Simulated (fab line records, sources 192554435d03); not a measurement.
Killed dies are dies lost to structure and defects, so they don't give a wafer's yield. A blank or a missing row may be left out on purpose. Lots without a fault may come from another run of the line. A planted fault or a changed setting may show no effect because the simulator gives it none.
Which tool did it? | flow n5_finfet | 24 lots, 72 wafers sampled, at 5 steps of a route of 1938

WHAT THE GAUGES READ, wafer by wafer
N5_BEOL_M9_CD_MEAS_28: target cd 70 nm.
lot  | measured     | on        | cd_nm (nm)
L075 | day 10 12:10 | cd_sem-01 | 69.78 69.93 70.12
L074 | day 10 11:57 | cd_sem-03 | 70.04 70.48 70.06
L076 | day 11 08:56 | cd_sem-03 | 69.57 69.86 69.86
L077 | day 11 09:06 | cd_sem-03 | 69.59 69.82 69.30
L078 | day 11 11:25 | cd_sem-02 | 69.87 69.84 70.00
L081 | day 11 19:25 | cd_sem-01 | 69.96 70.31 70.30
L082 | day 12 06:49 | cd_sem-01 | 69.97 70.27 69.95
L080 | day 12 11:54 | cd_sem-01 | 69.90 69.58 69.77
L079 | day 12 12:05 | cd_sem-02 | 70.18 69.57 69.93
L084 | day 12 15:19 | cd_sem-02 | 69.91 70.10 70.07
L083 | day 12 22:20 | cd_sem-03 | 69.71 69.84 70.12
L086 | day 13 01:10 | cd_sem-02 | 69.92 69.75 69.73
L085 | day 13 06:52 | cd_sem-01 | 69.95 70.32 70.11
L090 | day 13 17:16 | cd_sem-03 | 70.41 69.91 70.46
L087 | day 13 22:55 | cd_sem-02 | 69.93 69.73 69.76
L088 | day 14 03:04 | cd_sem-03 | 69.77 70.20 69.71
L089 | day 14 06:42 | cd_sem-02 | 70.35 70.45 69.90
L092 | day 14 18:44 | cd_sem-01 | 70.21 69.80 69.96
L091 | day 14 18:54 | cd_sem-02 | 70.26 69.61 70.02
L093 | day 14 21:43 | cd_sem-03 | 70.11 69.85 70.01
L094 | day 15 09:25 | cd_sem-02 | 70.19 69.75 69.65
L095 | day 15 23:49 | cd_sem-01 | 70.36 70.14 70.16
L097 | day 16 04:42 | cd_sem-03 | 70.15 70.34 70.51
L096 | day 16 04:53 | cd_sem-01 | 70.10 70.14 70.20

N5_BEOL_M11_INSPECT_13: inspects for defects (brightfield).
lot  | measured     | on                | raw_defect_count
L075 | day 11 06:04 | defect_inspect-01 | 345 295 440
L074 | day 11 05:50 | defect_inspect-02 | 278 274 213
L076 | day 12 00:13 | defect_inspect-01 | 434 451 331
L077 | day 11 23:56 | defect_inspect-02 | 386 243 360
L078 | day 12 00:22 | defect_inspect-01 | 318 495 273
L081 | day 12 11:38 | defect_inspect-02 | 264 307 254
L082 | day 12 20:34 | defect_inspect-01 | 322 397 380
L080 | day 13 00:22 | defect_inspect-01 | 320 403 262
L079 | day 13 00:10 | defect_inspect-01 | 388 429 427
L084 | day 13 05:55 | defect_inspect-01 | 412 337 344
L083 | day 13 13:04 | defect_inspect-02 | 243 230 221
L086 | day 13 17:04 | defect_inspect-02 | 249 389 266
L085 | day 13 22:00 | defect_inspect-01 | 616 477 333
L090 | day 14 05:48 | defect_inspect-02 | 366 373 320
L087 | day 14 13:31 | defect_inspect-01 | 352 293 330
L088 | day 14 18:52 | defect_inspect-02 | 313 271 240
L089 | day 14 23:29 | defect_inspect-02 | 326 366 329
L092 | day 15 10:49 | defect_inspect-02 | 442 378 272
L091 | day 15 14:13 | defect_inspect-02 | 309 292 258
L093 | day 15 14:29 | defect_inspect-02 | 377 454 390
L094 | day 16 01:53 | defect_inspect-01 | 451 494 547
L095 | day 16 15:12 | defect_inspect-02 | 264 308 311
L097 | day 16 18:03 | defect_inspect-01 | 331 346 325
L096 | day 16 18:13 | defect_inspect-01 | 309 281 290

WHICH TOOL RAN EACH LOT (tool, then ch and the chambers of the sampled wafers, then the start)
lot  | N5_BEOL_M8_ANNEAL_51             | N5_BEOL_M10_ALD_74                  | N5_BEOL_M10_ANNEAL_51
L075 | rtp_anneal-02 ch 0, day 10 05:58 | ald_metal-03 ch 1,3, day 11 00:18   | rtp_anneal-02 ch 0, day 11 03:49
L074 | rtp_anneal-01 ch 0, day 10 06:26 | ald_metal-01 ch 1,2,3, day 11 00:13 | rtp_anneal-01 ch 0, day 11 03:32
L076 | rtp_anneal-02 ch 0, day 11 00:53 | ald_metal-02 ch 0,2,3, day 11 17:48 | rtp_anneal-02 ch 0, day 11 20:26
L077 | rtp_anneal-02 ch 0, day 11 03:19 | ald_metal-01 ch 0,3, day 11 20:13   | rtp_anneal-02 ch 0, day 11 21:23
L078 | rtp_anneal-02 ch 0, day 11 05:29 | ald_metal-02 ch 0,1,3, day 11 20:31 | rtp_anneal-02 ch 0, day 11 21:40
L081 | rtp_anneal-02 ch 0, day 11 14:07 | ald_metal-03 ch 1,2,3, day 12 05:10 | rtp_anneal-01 ch 0, day 12 07:15
L082 | rtp_anneal-01 ch 0, day 12 02:32 | ald_metal-02 ch 0,1,2, day 12 16:52 | rtp_anneal-01 ch 0, day 12 17:44
L080 | rtp_anneal-01 ch 0, day 12 04:20 | ald_metal-01 ch 0,1,2, day 12 20:35 | rtp_anneal-01 ch 0, day 12 21:41
L079 | rtp_anneal-02 ch 0, day 12 05:49 | ald_metal-01 ch 0,1,3, day 12 20:20 | rtp_anneal-02 ch 0, day 12 21:22
L084 | rtp_anneal-01 ch 0, day 12 08:06 | ald_metal-02 ch 0,2, day 13 00:06   | rtp_anneal-02 ch 0, day 13 01:35
L083 | rtp_anneal-02 ch 0, day 12 17:35 | ald_metal-01 ch 0,1,2, day 13 08:22 | rtp_anneal-02 ch 0, day 13 09:11
L086 | rtp_anneal-01 ch 0, day 12 21:30 | ald_metal-03 ch 0,1,2, day 13 13:37 | rtp_anneal-02 ch 0, day 13 14:29
L085 | rtp_anneal-02 ch 0, day 13 00:58 | ald_metal-01 ch 1,2,3, day 13 18:08 | rtp_anneal-02 ch 0, day 13 18:56
L090 | rtp_anneal-01 ch 0, day 13 14:02 | ald_metal-02 ch 1,2, day 14 01:04   | rtp_anneal-01 ch 0, day 14 03:41
L087 | rtp_anneal-02 ch 0, day 13 14:47 | ald_metal-02 ch 0,1, day 14 08:29   | rtp_anneal-01 ch 0, day 14 09:28
L088 | rtp_anneal-01 ch 0, day 13 20:01 | ald_metal-03 ch 0,3, day 14 13:00   | rtp_anneal-02 ch 0, day 14 13:55
L089 | rtp_anneal-02 ch 0, day 14 01:38 | ald_metal-02 ch 0,1, day 14 19:49   | rtp_anneal-01 ch 0, day 14 20:58
L092 | rtp_anneal-02 ch 0, day 14 09:54 | ald_metal-03 ch 0,1,2, day 15 05:56 | rtp_anneal-02 ch 0, day 15 07:25
L091 | rtp_anneal-02 ch 0, day 14 10:59 | ald_metal-03 ch 1,2, day 15 10:04   | rtp_anneal-01 ch 0, day 15 10:51
L093 | rtp_anneal-01 ch 0, day 14 13:45 | ald_metal-02 ch 0,2, day 15 10:05   | rtp_anneal-02 ch 0, day 15 10:59
L094 | rtp_anneal-02 ch 0, day 15 05:13 | ald_metal-02 ch 1,2, day 15 22:08   | rtp_anneal-02 ch 0, day 15 23:38
L095 | rtp_anneal-01 ch 0, day 15 16:53 | ald_metal-03 ch 1,3, day 16 11:46   | rtp_anneal-01 ch 0, day 16 12:29
L097 | rtp_anneal-01 ch 0, day 15 19:29 | ald_metal-03 ch 0,2,3, day 16 12:07 | rtp_anneal-02 ch 0, day 16 14:44
L096 | rtp_anneal-01 ch 0, day 15 19:56 | ald_metal-02 ch 0,1,2, day 16 12:14 | rtp_anneal-01 ch 0, day 16 14:47
- N5_BEOL_M8_ANNEAL_51: time 90 s.
- N5_BEOL_M10_ALD_74: deposits TaN, target thk 2 nm, pulse time 2 s, purge time 3 s.
- N5_BEOL_M10_ANNEAL_51: time 90 s.

WHAT THE TOOLS THEMSELVES READ (means of the sampled wafers that have a number; where no wafer has one, the mark that the record gives instead)
N5_BEOL_M8_ANNEAL_51.
lot  | tool          | anneal_temp_c_max | wafer_temp_C_max
L075 | rtp_anneal-02 | 225.91            | 225.6
L074 | rtp_anneal-01 | 226.16            | 226.4
L076 | rtp_anneal-02 | 225.86            | 225.9
L077 | rtp_anneal-02 | 226.06            | 225.8
L078 | rtp_anneal-02 | 225.98            | 225.9
L081 | rtp_anneal-02 | 225.66            | 225.8
L082 | rtp_anneal-01 | 225.81            | 226.5
L080 | rtp_anneal-01 | 225.61            | 226.1
L079 | rtp_anneal-02 | 225.79            | 225.9
L084 | rtp_anneal-01 | 225.97            | 226.3
L083 | rtp_anneal-02 | 225.74            | 225.5
L086 | rtp_anneal-01 | 225.73            | 226.1
L085 | rtp_anneal-02 | 225.59            | 225.8
L090 | rtp_anneal-01 | 225.76            | 226.4
L087 | rtp_anneal-02 | 225.95            | 225.7
L088 | rtp_anneal-01 | 225.98            | 226.3
L089 | rtp_anneal-02 | 226.06            | 225.8
L092 | rtp_anneal-02 | 225.54            | 225.9
L091 | rtp_anneal-02 | 225.72            | 225.8
L093 | rtp_anneal-01 | 226.17            | 226.4
L094 | rtp_anneal-02 | 226.00            | 225.6
L095 | rtp_anneal-01 | 225.96            | 226.3
L097 | rtp_anneal-01 | 225.94            | 225.8
L096 | rtp_anneal-01 | 225.82            | 226.2

N5_BEOL_M10_ALD_74.
lot  | tool         | chamber_pressure_Torr (Torr) | heater_power_w (W) | mfc_carrier_sccm (sccm) | precursor_vessel_carrier_sccm (sccm) | precursor_vessel_temp_c (C)
L075 | ald_metal-03 | 2.996                        | 384                | 1502                    | 998.6                                | 75.12
L074 | ald_metal-01 | 3.001                        | 438                | 1500                    | 999.1                                | 75.04
L076 | ald_metal-02 | 2.989                        | 431                | 1502                    | 999.4                                | 75.05
L077 | ald_metal-01 | 3.002                        | 403                | 1497                    | 998.1                                | 75.04
L078 | ald_metal-02 | 3.000                        | 418                | 1495                    | 999.9                                | 75.07
L081 | ald_metal-03 | 2.999                        | 422                | 1504                    | 1000.2                               | 75.02
L082 | ald_metal-02 | 2.999                        | 423                | 1500                    | 1001.3                               | 74.99
L080 | ald_metal-01 | 2.998                        | 414                | 1505                    | 999.4                                | 75.07
L079 | ald_metal-01 | 3.006                        | 393                | 1507                    | 999.2                                | 75.09
L084 | ald_metal-02 | 2.998                        | 438                | 1501                    | 999.3                                | 75.16
L083 | ald_metal-01 | 2.998                        | 412                | 1499                    | 995.9                                | 74.92
L086 | ald_metal-03 | 2.995                        | 433                | 1499                    | 998.2                                | 75.06
L085 | ald_metal-01 | 3.002                        | 433                | 1500                    | 999.1                                | 74.98
L090 | ald_metal-02 | 2.999                        | 471                | 1502                    | 998.5                                | 74.93
L087 | ald_metal-02 | 3.000                        | 409                | 1501                    | 1000.2                               | 75.03
L088 | ald_metal-03 | 2.996                        | 439                | 1501                    | 1001.7                               | 74.92
L089 | ald_metal-02 | 2.995                        | 383                | 1500                    | 1002.3                               | 74.82
L092 | ald_metal-03 | 3.000                        | 435                | 1497                    | 1001.0                               | 74.92
L091 | ald_metal-03 | 3.003                        | 426                | 1501                    | 999.6                                | 75.08
L093 | ald_metal-02 | 2.996                        | 400                | 1499                    | 1000.3                               | 74.98
L094 | ald_metal-02 | 3.002                        | 470                | 1501                    | 998.6                                | 74.99
L095 | ald_metal-03 | 3.003                        | 383                | 1499                    | 998.1                                | 74.97
L097 | ald_metal-03 | 3.003                        | 451                | 1503                    | 997.7                                | 75.02
L096 | ald_metal-02 | 3.002                        | 426                | 1502                    | 1003.8                               | 75.04

N5_BEOL_M10_ANNEAL_51.
lot  | tool          | anneal_temp_c_max | wafer_temp_C_max
L075 | rtp_anneal-02 | 225.84            | 225.9
L074 | rtp_anneal-01 | 225.58            | 226.5
L076 | rtp_anneal-02 | 225.67            | 225.8
L077 | rtp_anneal-02 | 225.84            | 226.1
L078 | rtp_anneal-02 | 225.96            | 225.7
L081 | rtp_anneal-01 | 225.74            | 226.3
L082 | rtp_anneal-01 | 226.01            | 226.5
L080 | rtp_anneal-01 | 225.87            | 226.5
L079 | rtp_anneal-02 | 226.03            | 225.7
L084 | rtp_anneal-02 | 225.99            | 225.9
L083 | rtp_anneal-02 | 225.86            | 225.9
L086 | rtp_anneal-02 | 225.82            | 226.1
L085 | rtp_anneal-02 | 225.57            | 226.0
L090 | rtp_anneal-01 | 225.85            | 226.1
L087 | rtp_anneal-01 | 225.93            | 226.4
L088 | rtp_anneal-02 | 225.95            | 225.9
L089 | rtp_anneal-01 | 225.95            | 226.2
L092 | rtp_anneal-02 | 225.75            | 225.9
L091 | rtp_anneal-01 | 226.11            | 226.4
L093 | rtp_anneal-02 | 225.88            | 225.6
L094 | rtp_anneal-02 | 225.91            | 225.8
L095 | rtp_anneal-01 | 225.87            | 226.0
L097 | rtp_anneal-02 | 225.91            | 225.8
L096 | rtp_anneal-01 | 225.84            | 226.2

THE ANSWER, worked out from the rows above alone
Rule: what is usual is taken from the lots themselves. Put in order of their means at a reading, lots are off if they are a third of the lots or fewer, leave a main group of 4 or more, and stand apart from it by a gap of 3 or more times the standard deviation of the main group's means; of several such gaps the widest counts. A main group whose means are all the same, to the digits that the tables above print for the reading, isn't used. A lot without any number at a reading at which 4 lots or more have one is off too. The other lots that the step has rows for count as sound. The gauges are gone through in route order, then the tools' own readings, and for those a lot's mean is taken as printed above. The first step at which some lot is off is used, and at that step the reading that is off furthest; a lot without a number counts as furthest.
No lot is off at any reading shown: from this, nothing can be told.

WHAT THE SIMULATOR HAD PUT IN
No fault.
